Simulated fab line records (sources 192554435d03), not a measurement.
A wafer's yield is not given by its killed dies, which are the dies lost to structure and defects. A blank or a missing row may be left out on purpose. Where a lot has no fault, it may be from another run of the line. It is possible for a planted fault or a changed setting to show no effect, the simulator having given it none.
Which tool was responsible? -- flow n5Finfet -- 10 lots with 26 wafers sampled at 8 steps, on a route of 1938 steps

## WHAT THE GAUGES READ, wafer by wafer
N5_BEOL_M4_RC_MEAS_101. Usual: DIBL_N 35.8 mV/V, standard deviation 1.7; DIBL_P 35.9 mV/V, standard deviation 1.9; IOFF_N 0.151 nA/um, standard deviation 0.028; IOFF_P 0.21 nA/um, standard deviation 0.037; ION_N 673 uA/um, standard deviation 12; ION_P 463 uA/um, standard deviation 8.3; SS_N 71.4 mV/dec, standard deviation 0.59; SS_P 73.2 mV/dec, standard deviation 0.63; VT_N 250 mV, standard deviation 3.2; VT_P -250 mV, standard deviation 3.7.
lot,measured,on,DIBL_N (mV/V),DIBL_P (mV/V),IOFF_N (nA/um),IOFF_P (nA/um),ION_N (uA/um),ION_P (uA/um),SS_N (mV/dec),SS_P (mV/dec),VT_N (mV),VT_P (mV),flag
L447,day 7 22:12,prober-01,37.0 37.4 37.3,36.9 37.2 36.3,0.171 0.197 0.185,0.26 0.28 0.27,668 688 674,466 476 470,72.2 71.6 71.8,74.2 74.1 74.2,251 245 246,-245 -243 -243,
L448,day 8 10:10,prober-02,37.9 37.0 38.2,38.0 37.3 38.8,0.172 0.167 0.183,0.23 0.21 0.24,671 687 678,453 468 468,71.3 71.3 71.9,73.8 73.4 73.4,248 249 249,-250 -255 -247,
L450,day 9 03:32,prober-01,37.4 37.7,36.9 37.7,0.171 0.188,0.26 0.28,687 692,472 475,71.9 71.5,73.9 74.0,249 245,-244 -245,
L449,day 9 03:51,prober-02,35.3 33.5 31.4,36.6 33.1 30.7,0.155 0.123 0.101,0.21 0.17 0.14,679 665 664,469 461 458,71.4 71.3 70.4,73.1 73.3 72.1,249 251 252,-249 -253 -253,
L453,day 10 00:13,prober-01,34.6 32.8,37.0 34.4,0.134 0.110,0.20 0.17,662 656,461 454,70.8 70.3,73.4 72.3,250 256,-251 -253,
L454,day 10 00:21,prober-02,39.0 37.2 37.3,39.7 37.8 37.9,0.211 0.164 0.174,0.26 0.22 0.23,675 670 668,462 458 459,72.1 72.2 71.3,73.9 73.9 73.2,245 251 247,-248 -248 -249,
L459,day 11 04:52,prober-01,35.9 34.0,37.2 35.2,0.173 0.139,0.24 0.21,688 669,479 467,71.4 71.1,73.3 73.0,247 249,-247 -246,
L465,day 12 21:56,prober-01,36.2 35.3 33.4,35.1 34.8 32.4,0.164 0.142 0.119,0.17 0.17 0.15,657 652 659,449 449 455,71.5 71.8 71.1,72.7 73.9 72.6,255 252 254,-254 -253 -254,
L468,day 13 16:53,prober-01,35.0 37.7,35.1 37.5,0.142 0.166,0.21 0.24,680 663,469 458,70.7 71.8,73.4 73.3,251 250,-249 -247,
L466,day 14 04:58,prober-01,39.4 37.1 38.6,41.1 38.3 40.0,0.240 0.195 0.217,0.30 0.24 0.27,672 690 692,459 467 474,72.8 71.8 72.3,74.9 73.8 74.6,245 245 245,-246 -248 -246,

N5_BEOL_M15_THK_MEAS_01. Usual: M15_ILD_THK gives 1631 nm (standard deviation 27).
lot,measured,on,M15_ILD_THK (nm),flag
L447,day 11 01:49,filmMetro-02,1630 1636 1650,
L448,day 11 18:35,filmMetro-01,1600 1618 1616,
L450,day 12 08:37,filmMetro-01,1627 1656,
L449,day 12 08:32,filmMetro-02,1582 1640 1643,
L453,day 14 01:27,filmMetro-01,1613 1633,
L454,day 13 19:49,filmMetro-01,1570 1629 1657,
L459,day 15 03:11,filmMetro-01,1599 1627,
L465,day 16 13:35,filmMetro-02,1322 1349 1341,OFF
L468,day 17 00:40,filmMetro-02,1573 1630,
L466,day 17 15:59,filmMetro-01,1311 1329 1353,OFF

N5_BEOL_M15_THK_MEAS_50: measures by xrf. Usual: M15_THK gives 840 nm (standard deviation 15).
lot,measured,on,M15_THK (nm),flag
L447,day 11 05:53,filmMetro-02,817 847 835,
L448,day 12 02:20,filmMetro-01,846 823 844,
L450,day 12 17:11,filmMetro-02,829 826,
L449,day 12 13:00,filmMetro-02,827 845 864,
L453,day 14 05:59,filmMetro-01,835 850,
L454,day 14 02:07,filmMetro-02,833 806 836,
L459,day 15 09:49,filmMetro-02,818 847,
L465,day 16 19:33,filmMetro-01,- - -,OFF
L468,day 17 05:25,filmMetro-02,817 840,
L466,day 17 22:31,filmMetro-02,- - 846,

N5_BEOL_M15_RS_MEAS_54: measures by four-point-probe. Usual: M15_RS gives 0.0216 ohm/sq (standard deviation 0.00036).
lot,measured,on,M15_RS (ohm/sq),flag
L447,day 11 06:01,filmMetro-01,0.0220 0.0214 0.0216,
L448,day 12 02:28,filmMetro-01,0.0215 0.0222 0.0216,
L450,day 12 17:19,filmMetro-01,0.0219 0.0220,
L449,day 12 13:08,filmMetro-01,0.0218 0.0214 0.0209,
L453,day 14 06:07,filmMetro-01,0.0217 0.0213,
L454,day 14 02:15,filmMetro-02,0.0215 0.0223 0.0214,
L459,day 15 09:57,filmMetro-02,0.0221 0.0213,
L465,day 16 19:41,filmMetro-01,- - -,OFF
L468,day 17 05:33,filmMetro-02,0.0223 0.0217,
L466,day 17 22:40,filmMetro-02,- - 0.0215,

## EACH LOT AND THE TOOL THAT RAN IT (in order: tool; ch and the chambers of the sampled wafers; start)
lot,N5_BEOL_M14_PRE_CLEAN_42,N5_BEOL_M14_SPUTTER_44,N5_BEOL_M14_SPUTTER_45,N5_BEOL_M15_ILD_DEP_00
L447,"pvdSputter-02, day 10 23:46","pvdSputter-02, day 10 23:53","pvdSputter-02, day 10 23:58","pecvd-03 ch 0,2, day 11 01:34"
L448,"pvdSputter-02, day 11 17:02","pvdSputter-02, day 11 17:10","pvdSputter-02, day 11 17:14","pecvd-04 ch 0,2, day 11 18:20"
L450,"pvdSputter-01, day 12 07:05","pvdSputter-01, day 12 07:12","pvdSputter-01, day 12 07:17","pecvd-01 ch 0,2, day 12 08:22"
L449,"pvdSputter-02, day 12 06:59","pvdSputter-02, day 12 07:07","pvdSputter-02, day 12 07:11","pecvd-03 ch 0,1,2, day 12 08:17"
L453,"pvdSputter-01, day 13 23:33","pvdSputter-01, day 13 23:40","pvdSputter-01, day 13 23:45","pecvd-04 ch 0, day 14 01:11"
L454,"pvdSputter-02, day 13 16:16","pvdSputter-02, day 13 16:23","pvdSputter-02, day 13 16:28","pecvd-03 ch 0,1, day 13 19:34"
L459,"pvdSputter-03, day 15 01:39","pvdSputter-03, day 15 01:46","pvdSputter-03, day 15 01:51","pecvd-04 ch 0, day 15 02:56"
L465,"pvdSputter-02, day 16 12:03","pvdSputter-02, day 16 12:10","pvdSputter-02, day 16 12:15","pecvd-04 ch 0,1, day 16 13:20"
L468,"pvdSputter-03, day 16 23:05","pvdSputter-03, day 16 23:12","pvdSputter-03, day 16 23:17","pecvd-03 ch 1,2, day 17 00:25"
L466,"pvdSputter-02, day 17 14:19","pvdSputter-02, day 17 14:26","pvdSputter-02, day 17 14:31","pecvd-04 ch 0,2, day 17 15:38"
- N5_BEOL_M14_PRE_CLEAN_42: time 30 s.
- N5_BEOL_M14_SPUTTER_44: material Ta, target thk 15 nm, time 24.19 s.
- N5_BEOL_M14_SPUTTER_45: material Cu, target thk 100 nm, time 16.67 s.
- N5_BEOL_M15_ILD_DEP_00: deposits SiO2 from TEOS/O2, target thk 1629.3 nm, time 346.1 s.

## AS READ BY THE TOOLS THEMSELVES (means over the sampled wafers that have a number; for cases with no such wafer, the mark the record gives instead)
N5_BEOL_M14_PRE_CLEAN_42. Usual: heaterPowerW at 473 W, with a standard deviation of 47.
lot,tool,heaterPowerW (W),flag
L447,pvdSputter-02,480,
L448,pvdSputter-02,481,
L450,pvdSputter-01,464,
L449,pvdSputter-02,529,
L453,pvdSputter-01,460,
L454,pvdSputter-02,485,
L459,pvdSputter-03,460,
L465,pvdSputter-02,495,
L468,pvdSputter-03,435,
L466,pvdSputter-02,435,

N5_BEOL_M14_SPUTTER_44. Usual: throttleValvePct at 30.0 %, with a standard deviation of 1.4.
lot,tool,throttleValvePct (%),flag
L447,pvdSputter-02,30.3,
L448,pvdSputter-02,30.2,
L450,pvdSputter-01,30.8,
L449,pvdSputter-02,31.5,
L453,pvdSputter-01,29.9,
L454,pvdSputter-02,30.2,
L459,pvdSputter-03,29.3,
L465,pvdSputter-02,30.7,
L468,pvdSputter-03,30.3,
L466,pvdSputter-02,30.7,

N5_BEOL_M14_SPUTTER_45. Usual: throttleValvePct at 30.0 %, with a standard deviation of 1.4.
lot,tool,throttleValvePct (%),flag
L447,pvdSputter-02,30.3,
L448,pvdSputter-02,30.3,
L450,pvdSputter-01,30.6,
L449,pvdSputter-02,31.5,
L453,pvdSputter-01,29.8,
L454,pvdSputter-02,30.3,
L459,pvdSputter-03,29.3,
L465,pvdSputter-02,30.7,
L468,pvdSputter-03,30.2,
L466,pvdSputter-02,30.8,

N5_BEOL_M15_ILD_DEP_00. Usual: heaterPowerW 538 W, standard deviation 83; showerheadPlenumPTorr 8.338 Torr, standard deviation 0.027; showerheadVppV 1835 V, standard deviation 86; throttleValvePct 18.6 %, standard deviation 1.
lot,tool,heaterPowerW (W),showerheadPlenumPTorr (Torr),showerheadVppV (V),throttleValvePct (%),flag
L447,pecvd-03,589,8.350,1799,18.9,
L448,pecvd-04,625,8.334,2003,18.2,
L450,pecvd-01,484,8.320,1761,18.1,
L449,pecvd-03,547,8.341,1791,18.5,
L453,pecvd-04,568,8.320,2060,17.6,
L454,pecvd-03,559,8.329,1786,19.3,
L459,pecvd-04,590,8.350,2041,17.7,
L465,pecvd-04,530,8.310,1922,17.9,
L468,pecvd-03,501,8.357,1820,18.0,
L466,pecvd-04,578,8.349,2010,18.2,

## THE ANSWER, worked out from the rows above alone
Rule: lot off if the mean of its wafers having a number is beyond 3 standard deviations from the usual mean. Also off: a lot with no number at a reading for which 4 or more lots have one. All remaining lots with rows at the step are treated as sound. First the gauges in route order, then the tools' own readings, where a lot's mean is used as printed above. The first step at which some lot is off is used, and at that step the reading that is off furthest; a lot without a number counts as furthest.
Off: at N5_BEOL_M15_THK_MEAS_01 (M15_ILD_THK), L465, L466.
If a tool, at a process step before that reading, ran all the lots that are off and no sound lot after the first of them, it fits. The gauges at N5_BEOL_M15_THK_MEAS_01 are tried like those tools. This does not decide it: 2 tools fit, namely pvdSputter-02 at N5_BEOL_M14_PRE_CLEAN_42 and N5_BEOL_M14_SPUTTER_44 and N5_BEOL_M14_SPUTTER_45 and pecvd-04 at N5_BEOL_M15_ILD_DEP_00.

## WHAT WAS PUT IN BY THE SIMULATOR
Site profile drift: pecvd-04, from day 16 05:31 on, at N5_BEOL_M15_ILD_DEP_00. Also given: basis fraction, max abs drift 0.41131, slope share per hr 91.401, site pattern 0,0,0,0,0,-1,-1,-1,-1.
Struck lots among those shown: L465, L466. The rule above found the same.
